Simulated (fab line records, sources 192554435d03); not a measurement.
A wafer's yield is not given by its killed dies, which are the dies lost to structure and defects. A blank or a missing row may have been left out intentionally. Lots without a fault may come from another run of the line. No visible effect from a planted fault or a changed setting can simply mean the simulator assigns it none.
Chamber matching | flow n5_finfet | 4 sister chambers for N5_BEOL_M6_ETCH_66 on rie_diel-01
The step etches SOC in N2/H2, target depth 80 nm, overetch 16 nm, time 120 s. 4 wafers are shown with their chamber, then 9 later ones without.

## EACH WAFER AND ITS CHAMBER
wafer  | chamber | throttle_valve_pct (%)
L080.1 | 2       | 18.3
L089.2 | 1       | 17.8
L089.3 | 3       | 17.3
L089.6 | 0       | 18.1

## WAFERS MISSING THEIR CHAMBER
wafer  | throttle_valve_pct (%)
L091.1 | 17.3
L091.2 | 18.4
L091.6 | 17.9
L093.1 | 17.3
L093.4 | 18.4
L093.6 | 17.9
L095.2 | 17.7
L095.5 | 17.9
L095.6 | 18.4

## CHAMBER TAKEN BY EACH
wafer  | from the rows above     | in truth
L091.1 | 3                       | 3
L091.2 | 2                       | 2
L091.6 | can't be placed: 1 or 0 | 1
L093.1 | 3                       | 3
L093.4 | 2                       | 2
L093.6 | can't be placed: 1 or 0 | 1
L095.2 | 1                       | 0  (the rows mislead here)
L095.5 | can't be placed: 1 or 0 | 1
L095.6 | 2                       | 2
Correct placement for 5 of the 9. Not placeable from these rows: 3 (in 3, the candidates include the true chamber). Placed wrongly: 1.
How it was worked out, from the rows above alone: a wafer's distance from a chamber is the root of the sum, over the readings, of the square of ((its reading less the chamber's mean) divided by the reading's scatter). If the next closest chamber is less than 2 further off than the closest, the wafer can't be placed; otherwise it belongs to the closest. The mean given for a chamber averages the wafers shown for that chamber. The scatter: with one shown wafer a chamber, the root of the mean of the squares of how far each hidden wafer lies from its nearest shown one.
